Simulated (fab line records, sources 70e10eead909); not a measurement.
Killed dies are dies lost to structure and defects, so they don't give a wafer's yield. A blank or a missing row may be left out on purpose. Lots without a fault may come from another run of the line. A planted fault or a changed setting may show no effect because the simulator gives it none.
fab line records | flow nand_harc
record lots=7 wafers=21 last_day=33
route steps=1302 shown P_ZERO_WELL@61 P_STI@69 END@1302
lots that met no fault: from a run of the same line without faults
start_h: hours from the record's first day to the start of the lot's first wafer shown | wait_h: hours since the lot's step before | " the same as in the row above | L1.1+2: a row that stands for several wafers | - no value, or no start given | * or withheld: withheld | < > ~ a bound
route shown NAME@n: a module of which the file shows steps, and the number in the route of the first | usual: mean/standard deviation of fault-free wafers | same: alike in all rows | chamber/n: place in a boat | sites: the reading at each site | _std_site: their standard deviation | _edge_site: outer sites' mean less inner sites' | radius_mm: how far each site lies from the wafer's centre | mask NAME#n: copy n | behind: the tool/chamber that last shaped the wafer | hold: why the lot was held/for how many hours/how that ended | device: the transistor (n, p or np) that didn't switch | end of line: the same wafers' tests at the end of the route | a step without rows: its recipe alone | killed: dies lost to structure and defects at the first sort, not the wafer's yield | map: a wafer's dies, x killed, . not, _ none there
set.NAME: the setting as run; set.NAME@STEP: as run at that earlier step | model.NAME: the simulator's own value behind a step, which no gauge read
lots at some steps of the route; a table a step, a row a wafer
services: from which hour (start_h, from the record's first day; less than 0 if before it) a tool's chamber was out of use, for how many hours, and why
## steps
# step NHARC_P_ZERO_WELL_DESCUM_54
# recipe time_s=3 o2_flow_sccm=200 ar_flow_sccm=0 bias_power_w=0 chemistry=O2
# usual drypump_motor_current_A=5.8/0.31 o2_flow_sccm=200.1/0.59 oes_product_au=0.998/0.011 rf_vpp_V=57.7/0.89 showerhead_plenum_p_Torr=1.92/0.089 throttle_valve_pct=11.310/0.0093
# columns lot.wafer tool chamber start_h wait_h drypump_motor_current_A o2_flow_sccm oes_product_au rf_hours_counter_h rf_vpp_V showerhead_plenum_p_Torr throttle_valve_pct
L776.2 rie_diel-02 0 36.04 - 5.6 199.6 0.994 47 57.6 1.86 11.309
L776.5 " 3 " " 5.7 200.2 0.999 - 57.9 1.88 11.315
L776.6 " 0 " " 5.6 199.9 1.010 - 58.6 1.86 11.311
L777.1 rie_diel-13 2 45.94 - 6.2 199.6 1.011 21 58.6 1.86 11.318
L777.5 " 3 " " 6.5 200.9 1.001 - 57.5 1.98 11.323
L777.6 " 0 " " 5.4 199.7 0.995 - 58.4 1.90 11.308
L778.3 rie_diel-13 0 55.92 - 5.4 198.8 0.991 24 58.7 1.90 11.314
L778.2 " 1 " " 5.6 199.9 0.976 21 57.5 1.95 11.312
L778.4 " 2 " " 6.3 199.4 1.001 23 57.2 1.86 11.323
L793.2 rie_diel-03 2 205.71 - 6.1 199.8 1.010 15 58.1 1.79 11.310
L793.1 " 0 " " 5.9 200.1 1.018 12 58.4 1.92 11.301
L793.6 " 2 " " 6.1 199.4 1.015 - 58.4 1.79 11.301
L794.1 rie_diel-13 2 216.03 - 6.2 200.8 0.999 13 56.1 1.85 11.300
L794.4 " 3 " " 6.6 200.0 0.999 15 58.3 1.96 11.313
L794.6 " 2 " " 6.2 199.8 0.999 - 57.3 1.85 11.315
L795.2 rie_diel-03 0 225.84 - 6.0 200.2 1.007 20 56.8 1.91 11.317
L795.6 " 0 " " 6.0 200.0 1.012 - 58.4 1.91 11.299
L795.5 " 1 " " 5.9 201.3 1.018 - 59.1 2.05 11.303
L798.1 rie_diel-03 2 255.68 - 6.1 199.7 1.003 35 58.1 1.79 11.322
L798.6 " 2 " " 6.1 199.6 0.994 - 58.4 1.79 11.295
L798.5 " 3 " " 5.7 198.3 0.998 - 57.7 1.98 11.305
# step NHARC_P_ZERO_WELL_IMPLANT_55
# recipe energy_kev=180 dose_cm2=8e+11 tilt_deg=7
# step NHARC_P_ZERO_WELL_IMPLANT_61
# recipe energy_kev=30 dose_cm2=5e+11 tilt_deg=7
# step NHARC_P_ZERO_WELL_STRIP_56
# recipe time_s=840 temp_c=130 chemistry=SPM
# step NHARC_P_ZERO_WELL_PRECLEAN_68
# recipe time_s=60 temp_c=50 bath_age_min=0 chemistry=SC1
# step NHARC_P_ZERO_WELL_SRD_69
# step NHARC_P_ZERO_WELL_RTA_42
# recipe temp_c=1100 time_s=300
# usual lamp_power_pct=37/3.5 lamp_zone_5_pct=37/3.5 wafer_temp_C_max=1104.3/0.91
# columns lot.wafer tool chamber start_h wait_h lamp_power_pct lamp_zone_5_pct wafer_temp_C_max
L776.2 rtp_anneal-02 0 37.14 - 35 35 1102.8
L776.5 " 0 " " 35 35 1103.0
L776.6 " 0 " " 35 35 1103.6
L777.1 rtp_anneal-01 0 46.89 - 42 42 1105.6
L777.5 " 0 " " 42 42 1103.6
L777.6 " 0 " " 42 42 1104.7
L778.2 rtp_anneal-01 0 57.00 - 42 42 1102.9
L778.3 " 0 " " 42 42 1103.9
L778.4 " 0 " " 42 42 1105.2
L793.1 rtp_anneal-02 0 206.68 - 35 35 1104.4
L793.2 " 0 " " 35 35 1105.9
L793.6 " 0 " " 35 35 1103.3
L794.1 rtp_anneal-02 0 217.00 - 35 35 1104.3
L794.4 " 0 " " 35 35 1103.7
L794.6 " 0 " " 35 35 1104.5
L795.2 rtp_anneal-02 0 226.92 - 35 35 1103.0
L795.5 " 0 " " 35 35 1103.8
L795.6 " 0 " " 35 35 1103.7
L798.1 rtp_anneal-02 0 256.67 - 35 35 1103.4
L798.5 " 0 " " 35 35 1103.2
L798.6 " 0 " " 35 35 1105.2
# step NHARC_P_ZERO_WELL_INSPECT_43
# usual raw_defect_count=12/5.3
# columns lot.wafer tool chamber start_h wait_h raw_defect_count
L776.2 defect_inspect-02 - 37.73 0.5 10
L776.5 " - " " 12
L776.6 " - " " 12
L777.1 defect_inspect-02 - 47.56 0.6 9
L777.5 " - " " 10
L777.6 " - " " 8
L778.2 defect_inspect-02 - 57.57 0.5 17
L778.3 " - " " 10
L778.4 " - " " 8
L793.1 defect_inspect-02 - 207.36 0.6 11
L793.2 " - " " 12
L793.6 " - " " 14
L794.1 defect_inspect-01 - 217.66 0.6 15
L794.4 " - " " 12
L794.6 " - " " 16
L795.2 defect_inspect-02 - 227.49 0.5 25
L795.5 " - " " 23
L795.6 " - " " 22
L798.1 defect_inspect-02 - 257.34 0.6 6
L798.5 " - " " 4
L798.6 " - " " 6
# step NHARC_P_STI_ETCH_26
# recipe target_depth_a=110 chemistry=dHF material=SiO2
# step NHARC_P_STI_PRECLEAN_27
# recipe time_s=* temp_c=50 bath_age_min=0 chemistry=SC1
# step NHARC_P_STI_SRD_28
# step NHARC_P_STI_OXIDE_29
# recipe target_thk_a=100 temp_c=900 ox_time_s=1362 material=SiO2
# step NHARC_P_STI_HM_DEP_30
# recipe target_thk_a=800 temp_c=790 pressure_mtorr=300 time_s=873 material=Si3N4
# usual spike_tc_bottom_C=811.4/1.1 spike_tc_upper_C=791.2/1.3
# columns lot.wafer tool chamber start_h wait_h spike_tc_bottom_C spike_tc_upper_C
L776.2 lpcvd-01 0 52.00 3.8 812.5 793.2
L776.5 " 0 " " 812.6 791.3
L776.6 " 0 " " 811.5 791.7
L777.1 lpcvd-01 1 59.15 3.5 810.6 790.8
L777.5 " 1 " " 812.2 791.3
L777.6 " 1 " " 812.4 788.8
L778.2 lpcvd-02 1 71.82 3.5 811.4 792.2
L778.3 " 1 " " 812.3 791.7
L778.4 " 1 " " 811.2 791.1
L793.1 lpcvd-01 0 221.20 3.5 811.6 791.5
L793.2 " 0 " " 810.9 792.2
L793.6 " 0 " " 812.5 789.6
L794.1 lpcvd-01 0 232.92 3.5 813.1 791.8
L794.4 " 0 " " 812.6 791.8
L794.6 " 0 " " 811.7 789.8
L795.2 lpcvd-01 0 241.60 3.5 810.5 790.8
L795.5 " 0 " " 812.4 791.7
L795.6 " 0 " " 812.4 790.6
L798.1 lpcvd-02 1 269.38 3.5 812.0 789.6
L798.5 " 1 " " 811.3 789.6
L798.6 " 1 " " 809.3 790.7
# step NHARC_P_STI_DEHYDRATE_01
# recipe temp_c=150 time_s=120
# step NHARC_P_STI_HMDS_02
# recipe time_s=30
# step NHARC_P_STI_COAT_41
# recipe temp_c=200 time_s=65
# step NHARC_P_STI_COAT_03
# recipe spin_rpm=2000 resist_thk_nm=600
# step NHARC_P_STI_SOFTBAKE_04
# recipe temp_c=125 time_s=70
# step NHARC_P_STI_EBR_05
# step NHARC_P_STI_EXPOSE_06
# recipe na=0.55 target_cd_nm=200 dose_mj=37.69 mask_id=P_STI
# step NHARC_P_STI_PEB_07
# recipe peb_temp_c=128 peb_time_s=80
# step NHARC_P_STI_DEVELOP_08
# recipe time_s=50 dev_temp_c=22
# step NHARC_P_STI_CD_MEAS_09
# recipe target_cd_nm=200 landing_energy_ev=500
# usual cd_nm=200/3.6
# columns lot.wafer tool chamber start_h wait_h cd_nm
L776.2 cd_sem-03 0 56.03 - 197
L776.5 " 0 " " 198
L776.6 " 0 " " 195
L777.1 cd_sem-02 0 63.18 - 196
L777.5 " 0 " " 200
L777.6 " 0 " " 201
L778.2 cd_sem-01 0 75.75 - 198
L778.3 " 0 " " 206
L778.4 " 0 " " 203
L793.1 cd_sem-02 0 225.10 - 208
L793.2 " 0 " " 202
L793.6 " 0 " " 199
L794.1 cd_sem-01 0 237.08 - 199
L794.4 " 0 " " 206
L794.6 " 0 " " 209
L795.2 cd_sem-03 0 245.54 - 200
L795.5 " 0 " " 198
L795.6 " 0 " " 197
L798.1 cd_sem-01 0 273.51 - 202
L798.5 " 0 " " 200
L798.6 " 0 " " 202
# step NHARC_P_STI_OVL_MEAS_10
# usual overlay_x_nm=1/5.9 overlay_y_nm=0/7.3
# columns lot.wafer tool chamber start_h wait_h overlay_x_nm overlay_y_nm
L776.2 overlay-01 - 56.11 - -1 -7
L776.5 " - " " -1 -7
L776.6 " - " " -1 -6
L777.1 overlay-02 - 63.27 - 9 6
L777.5 " - " " 9 6
L777.6 " - " " 9 5
L778.2 overlay-02 - 75.83 - 2 -7
L778.3 " - " " 2 -7
L778.4 " - " " 2 -7
L793.1 overlay-01 - 225.18 - -9 9
L793.2 " - " " -9 9
L793.6 " - " " -8 9
L794.1 overlay-02 - 237.17 - -3 2
L794.4 " - " " -3 2
L794.6 " - " " -3 3
L795.2 overlay-02 - 245.63 - 7 3
L795.5 " - " " 7 3
L795.6 " - " " 7 3
L798.1 overlay-02 - 273.60 - 3 4
L798.5 " - " " 4 3
L798.6 " - " " 3 4
# step NHARC_P_STI_INSPECT_11
# usual raw_defect_count=6/3.3
# columns lot.wafer tool chamber start_h wait_h raw_defect_count
L776.2 defect_inspect-01 - 56.15 0.0 4
L776.5 " - " " 6
L776.6 " - " " 6
L777.1 defect_inspect-02 - 63.31 0.0 4
L777.5 " - " " 4
L777.6 " - " " 1
L778.2 defect_inspect-02 - 75.87 0.0 4
L778.3 " - " " 2
L778.4 " - " " 5
L793.1 defect_inspect-01 - 225.22 0.0 48
L793.2 " - " " 22
L793.6 " - " " 23
L794.1 defect_inspect-02 - 237.21 0.0 16
L794.4 " - " " 24
L794.6 " - " " 20
L795.2 defect_inspect-02 - 245.67 0.0 26
L795.5 " - " " 15
L795.6 " - " " 23
L798.1 defect_inspect-01 - 273.64 0.0 4
L798.5 " - " " 4
L798.6 " - " " 7
# step NHARC_P_STI_HARDBAKE_13
# recipe temp_c=118 time_s=65
# step NHARC_END_SORT_01
# recipe temp_c=25
# usual killed_at_array=55/22 killed_at_other=0.9/1.2 killed_at_periphery=3.6/2.3 killed_dies=60/22 killed_open=3.2/1.9 killed_short=2.5/1.6
# same gross_dies=677
# columns lot.wafer tool chamber start_h wait_h killed_at_array killed_at_other killed_at_periphery killed_dies killed_open killed_short
L776.2 prober-02 0 570.80 2.8 44 0 4 48 5 2
L776.5 prober-02 0 573.22 3.7 41 0 6 47 6 4
L776.6 prober-02 0 574.03 4.0 47 1 3 51 1 3
L777.1 prober-01 0 578.89 2.5 44 1 7 52 0 1
L777.5 prober-01 0 582.08 3.7 39 0 6 45 4 1
L777.6 prober-01 0 582.88 4.0 29 0 6 35 5 1
L794.1 prober-01 0 749.22 2.5 66 0 12 78 3 0
L794.4 prober-01 0 751.64 3.4 77 0 17 94 3 4
L794.6 prober-01 0 753.25 4.0 61 0 14 75 4 1
L793.1 prober-01 0 757.10 2.5 21 1 20 42 4 4
L793.2 prober-01 0 757.91 2.8 32 0 15 47 8 0
L793.6 prober-01 0 761.14 4.0 33 0 15 48 4 7
L795.2 prober-02 0 772.59 2.8 67 1 23 91 4 1
L795.5 prober-02 0 775.00 3.7 57 1 15 73 3 4
L795.6 prober-02 0 775.81 4.0 72 0 17 89 5 3
L798.1 prober-01 0 793.92 2.5 43 2 1 46 5 3
L798.5 prober-01 0 797.10 3.7 36 1 2 39 5 1
L798.6 prober-01 0 797.89 4.0 43 1 7 51 1 1
# killed by level:class
L776.2 A_SLIT:chamber_film_flake=24 A_CONTACT:chamber_film_flake=8 A_CHANNEL_HOLE_D2:chamber_film_flake=3 P_M1:chamber_film_flake=2 A_STAIRCASE:chamber_film_flake=2 P_M1:geometric_particle:open=1 P_M2:geometric_particle:open=1 A_ONON_D1:geometric_particle:short=1
L776.5 A_SLIT:chamber_film_flake=15 A_CONTACT:chamber_film_flake=7 A_CHANNEL_HOLE_D2:chamber_film_flake=6 A_WL_FILL:chamber_film_flake=3 P_ZERO_WELL:chamber_film_flake=2 P_M1:chamber_film_flake=2 A_CHANNEL_HOLE_D1:chamber_film_flake=2 P_M0:geometric_particle:short=1
L776.6 A_SLIT:chamber_film_flake=25 A_CHANNEL_HOLE_D2:chamber_film_flake=8 A_CONTACT:chamber_film_flake=7 A_CHANNEL_HOLE_D1:chamber_film_flake=3 P_STI:geometric_particle:short=1 P_CONTACT:geometric_particle:short=1 P_M0:geometric_particle:open=1 STARTING-WAFER:geometric_particle:short=1
L777.1 A_SLIT:chamber_film_flake=20 A_CHANNEL_HOLE_D2:chamber_film_flake=12 P_BONDPAD:chamber_film_flake=5 A_CONTACT:chamber_film_flake=5 A_CHANNEL_HOLE_D1:chamber_film_flake=2 P_ZERO_WELL:chamber_film_flake=1 P_GATE:chamber_film_flake=1 STARTING-WAFER:geometric_particle:short=1
L777.5 A_SLIT:chamber_film_flake=21 A_CHANNEL_HOLE_D2:chamber_film_flake=9 A_ZERO_WELL:chamber_film_flake=2 A_CHANNEL_HOLE_D1:chamber_film_flake=2 P_CONTACT:geometric_particle:open=1 P_M0:geometric_particle:open=1 P_M1:geometric_particle:open=1 A_CHANNEL_HOLE_D2:geometric_particle:open=1
L777.6 A_SLIT:chamber_film_flake=14 A_CHANNEL_HOLE_D2:chamber_film_flake=6 P_CONTACT:geometric_particle:open=3 P_BONDPAD:chamber_film_flake=3 A_CONTACT:chamber_film_flake=3 A_STAIRCASE:chamber_film_flake=2 A_CHANNEL_FILL_D2:geometric_particle:open=1 A_BLC:geometric_particle:open=1
L794.1 A_CHANNEL_HOLE_D1:chamber_film_flake=32 A_CHANNEL_HOLE_D2:chamber_film_flake=19 P_STI:unspecified=10 A_STAIRCASE:chamber_film_flake=4 A_CONTACT:chamber_film_flake=3 A_SLIT:chamber_film_flake=2 A_DECK1_JOINT:chamber_film_flake=2 A_CHANNEL_FILL_D2:geometric_particle:open=1
L794.4 A_CHANNEL_HOLE_D1:chamber_film_flake=33 A_CHANNEL_HOLE_D2:chamber_film_flake=24 P_STI:unspecified=11 A_CONTACT:chamber_film_flake=7 P_BONDPAD:chamber_film_flake=4 A_SLIT:chamber_film_flake=3 A_BLC:geometric_particle:open=2 A_CHANNEL_HOLE_D1:geometric_particle:short=1
L794.6 A_CHANNEL_HOLE_D1:chamber_film_flake=23 A_CHANNEL_HOLE_D2:chamber_film_flake=18 P_STI:unspecified=12 A_SLIT:chamber_film_flake=5 A_CONTACT:chamber_film_flake=3 A_BLC:geometric_particle:open=2 A_STAIRCASE:chamber_film_flake=2 A_WL_FILL:chamber_film_flake=2
L793.1 P_STI:unspecified=17 A_CHANNEL_HOLE_D1:chamber_film_flake=7 A_SLIT:chamber_film_flake=4 A_CHANNEL_FILL_D1:geometric_particle:short=2 A_CHANNEL_FILL_D1:geometric_particle:open=2 P_ZERO_WELL:chamber_film_flake=2 A_DECK1_JOINT:geometric_particle:short=1 A_ONON_D2:geometric_particle:short=1
L793.2 A_CHANNEL_HOLE_D1:chamber_film_flake=15 P_STI:unspecified=14 A_SLIT:chamber_film_flake=7 A_CHANNEL_FILL_D2:geometric_particle:open=2 A_ONON_D2:geometric_particle:open=1 A_CHANNEL_HOLE_D2:geometric_particle:open=1 A_WL_FILL:geometric_particle:open=1 A_BLC:geometric_particle:open=1
L793.6 P_STI:unspecified=15 A_CHANNEL_HOLE_D1:chamber_film_flake=10 A_SLIT:chamber_film_flake=7 A_WL_FILL:chamber_film_flake=3 A_CHANNEL_HOLE_D2:geometric_particle:short=2 A_CHANNEL_FILL_D2:geometric_particle:short=2 A_BLC:geometric_particle:open=2 A_ONON_D1:geometric_particle:short=1
L795.2 P_STI:unspecified=19 A_CONTACT:chamber_film_flake=15 A_CHANNEL_HOLE_D1:chamber_film_flake=14 A_CHANNEL_HOLE_D2:chamber_film_flake=14 A_SLIT:chamber_film_flake=9 A_CHANNEL_FILL_D1:chamber_film_flake=5 P_BONDPAD:chamber_film_flake=3 A_STAIRCASE:chamber_film_flake=3
L795.5 A_CHANNEL_HOLE_D2:chamber_film_flake=17 A_SLIT:chamber_film_flake=12 P_STI:unspecified=11 A_CONTACT:chamber_film_flake=8 A_CHANNEL_HOLE_D1:chamber_film_flake=5 P_BONDPAD:chamber_film_flake=4 A_CHANNEL_FILL_D1:chamber_film_flake=3 A_WL_FILL:chamber_film_flake=3
L795.6 A_CHANNEL_HOLE_D2:chamber_film_flake=34 A_CHANNEL_HOLE_D1:chamber_film_flake=14 P_STI:unspecified=12 A_CONTACT:chamber_film_flake=9 P_BONDPAD:chamber_film_flake=3 A_CHANNEL_FILL_D2:chamber_film_flake=3 P_CONTACT:geometric_particle:open=2 A_CHANNEL_FILL_D1:geometric_particle:open=2
L798.1 A_SLIT:chamber_film_flake=19 A_CONTACT:chamber_film_flake=13 A_CHANNEL_HOLE_D1:chamber_film_flake=2 THIN_TSV:chamber_film_flake=2 P_CONTACT:geometric_particle:short=1 A_DECK1_JOINT:geometric_particle:open=1 A_CHANNEL_HOLE_D2:geometric_particle:open=1 A_SGD_CUT:geometric_particle:short=1
L798.5 A_SLIT:chamber_film_flake=18 A_CONTACT:chamber_film_flake=7 A_CHANNEL_HOLE_D1:chamber_film_flake=2 A_CHANNEL_HOLE_D2:chamber_film_flake=2 A_M0:geometric_particle:short=1 A_ONON_D1:geometric_particle:open=1 A_CHANNEL_HOLE_D1:geometric_particle:open=1 A_DECK1_JOINT:geometric_particle:open=1
L798.6 A_SLIT:chamber_film_flake=29 A_CONTACT:chamber_film_flake=7 P_GATE:chamber_film_flake=3 A_DECK1_JOINT:chamber_film_flake=3 P_CONTACT:chamber_film_flake=2 A_CHANNEL_HOLE_D1:chamber_film_flake=2 P_CONTACT:geometric_particle:open=1 A_WL_FILL:geometric_particle:short=1
# map L793.6 (x killed, . not)
____________.____________
_________..x...._________
_______..........._______
______.x...........______
_____...x......x...._____
____..x.x.xx.........____
____......xx..xx....x____
___..x.xxxx........xx.___
___.......x....x.x.x.x___
__...x...x........x....__
__...........x.x.xxx...__
_..........x........x..._
_.....................x._
_.................xx...._
_......................._
_...............x......._
.........................
.........................
.........................
.........................
...........x.............
_...............x......._
_.......x..............._
_.............x........._
_......x................_
_......................._
__.....................__
__...........x.........__
___...................___
___...................___
____......x..........____
____...........x.....____
_____.............x._____
______.............______
_______..........._______
_________......._________
____________.____________
# map L794.4 (x killed, . not)
____________.____________
_________......._________
_______...x......._______
______.xx..........______
_____.x............._____
____x..x.xx..........____
____....x............____
___....x.x.xx...x....x___
___....x..x....x...xx.___
__........x......xx....__
__........x....x.xxxx..__
_.......x....x.....x.x.._
_...............x.xxxx.._
_................x.xx.x._
_....x............xx...._
_........x.......x.x...._
...................x.....
.........................
.........................
....x..x.............x...
.........................
_......................._
_....................x.._
_......................x_
_................x.x...._
_...............xx......_
__.............xxxxx...__
__....x......x.xx.xxx..__
___.............xxxxxx___
___............xxxx...___
____...........xxx.x.____
____.............x...____
_____........x.x..xx_____
______...x.........______
_______....x......_______
_________...xxx._________
____________.____________
## services
# columns tool chamber start_h hours kind
rie_diel-02 - 25.77 0.3 repair
lpcvd-01 - 26.00 26.0 pm
rie_diel-02 - 26.46 0.1 repair
rie_diel-02 1 30.51 18.0 repair
rie_diel-03 - 37.32 2.5 repair
rie_diel-02 - 39.81 9.0 pm
rie_diel-03 2 50.64 8.7 repair
lpcvd-01 - 58.20 0.5 repair
rie_diel-13 3 80.01 13.7 repair
rie_diel-02 1 86.64 2.2 repair
rie_diel-02 3 137.90 3.8 repair
rie_diel-02 3 142.98 4.2 repair
rie_diel-03 2 154.62 9.7 repair
rie_diel-03 - 160.34 9.0 pm
rie_diel-13 - 165.67 9.0 pm
rie_diel-03 0 192.77 6.0 repair
lpcvd-02 - 195.55 1.5 repair
rie_diel-02 1 204.14 16.0 repair
lpcvd-02 - 205.31 26.2 repair
rie_diel-02 - 216.81 9.0 pm
rie_diel-03 3 233.18 4.3 repair
lpcvd-02 - 239.61 1.1 repair
rie_diel-13 2 256.24 3.6 repair
rie_diel-13 0 265.24 8.2 repair
## key
first_sign step=NHARC_P_STI_INSPECT_11 reading=raw_defect_count direction=up sigmas=5.6 usual=6 struck=24
effect step=NHARC_END_SORT_01 reading=killed_at_periphery direction=up sigmas=5.7 usual=3.6 struck=16.4
met_at NHARC_P_STI_HM_DEP_30
struck_wafers L793.1,L793.2,L793.6,L794.1,L794.4,L794.6,L795.2,L795.5,L795.6
tester_left_out L793,L794,L795
onset_between 52.00 221.20
fault kind=chamber_particle_source tool=lpcvd-01 chamber=0 onset_h=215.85 steps=NHARC_P_STI_HM_DEP_30 rate_per_visit_cm2=0.023937 end_h=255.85
# tester_left_out: of these lots the tester's yield and bins aren't shown, on N5 and GAA mostly nor the transistor test; their killed dies are dies lost to structure and defects alone, not to doping, threshold or leakage, so they don't give the yield
